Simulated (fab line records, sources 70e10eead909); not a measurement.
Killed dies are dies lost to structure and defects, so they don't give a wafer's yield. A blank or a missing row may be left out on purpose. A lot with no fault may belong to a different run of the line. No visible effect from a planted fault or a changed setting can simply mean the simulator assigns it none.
Chamber matching ; flow nandHarc ; NHARC_A_SGD_CUT_CMP_21 on cmp-04 has 4 sister chambers
The step polishes, target thk 148.19 nm. 22 wafers are shown with their chamber, then 11 later ones without.

== WAFERS PAIRED WITH THEIR CHAMBERS ==
wafer;chamber;motorCurrentA (A);slurryFlowMlMin;timeToEndpointS (s)
L074.1;3;10.3;150.7;50.8
L074.2;1;13.3;150.5;51.3
L074.5;3;11.0;149.9;54.2
L076.2;0;12.2;150.3;50.5
L076.3;1;13.1;149.8;52.8
L076.4;3;11.1;149.7;53.8
L077.1;0;11.8;149.5;52.2
L077.2;3;10.9;151.3;54.3
L077.3;1;12.9;149.4;53.2
L080.1;0;12.2;150.3;54.9
L080.2;2;11.6;150.3;52.7
L080.4;3;10.5;150.1;53.3
L087.2;0;12.1;150.0;49.1
L087.5;1;13.3;150.1;49.1
L087.6;2;12.0;150.1;49.9
L086.1;3;11.0;150.1;50.0
L086.2;1;13.0;150.4;51.6
L086.5;2;12.4;150.5;49.1
L089.2;3;11.3;149.8;47.2
L089.4;0;12.3;150.1;46.7
L089.5;1;13.1;150.2;48.5
L090.2;0;11.5;149.2;49.2

SIGNATURES, as means of the wafers listed above
reading;chamber 0;chamber 1;chamber 2;chamber 3;scatter within a chamber
motorCurrentA;12.017;13.117;12.000;10.871;0.303
slurryFlowMlMin;149.900;150.067;150.300;150.229;0.466
timeToEndpointS;50.433;51.083;50.567;51.943;2.46
Rule: a wafer's distance from a chamber is the root of the sum, over the readings, of the square of ((its reading less the chamber's mean) divided by the reading's scatter). If the next closest chamber is less than 2 further off than the closest, the wafer can't be placed; otherwise it belongs to the closest. The scatter: the root of (the sum of the squares of (reading less its chamber's mean) over the shown wafers, divided by (wafers less chambers)).

== WAFERS WITHOUT THEIR CHAMBER ==
wafer;motorCurrentA (A);slurryFlowMlMin;timeToEndpointS (s)
L090.5;12.8;150.2;48.0
L090.6;12.7;149.7;49.7
L091.1;13.0;149.3;48.7
L091.2;11.3;149.7;49.1
L091.3;12.5;150.3;48.6
L093.4;11.5;150.5;47.7
L093.5;10.6;149.7;48.5
L093.6;12.1;149.8;47.8
L094.1;12.6;149.7;50.5
L094.3;12.8;150.3;49.5
L094.6;12.8;149.9;50.0

== WHICH CHAMBER EACH WENT THROUGH ==
wafer;from the rows above;in truth
L090.5;can't be placed: 1 or 0 or 2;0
L090.6;can't be placed: 1 or 0 or 2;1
L091.1;can't be placed: 1 or 0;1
L091.2;can't be placed: 3 or 0 or 2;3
L091.3;can't be placed: 2 or 0 or 1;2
L093.4;can't be placed: 2 or 0 or 3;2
L093.5;3;3
L093.6;can't be placed: 0 or 2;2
L094.1;can't be placed: 1 or 0 or 2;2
L094.3;can't be placed: 1 or 2 or 0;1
L094.6;can't be placed: 1 or 0 or 2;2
Correct placement for 1 of the 11. Can't be placed from these rows: 10 (the true chamber is among the candidates in 10). Placed wrongly: 0.
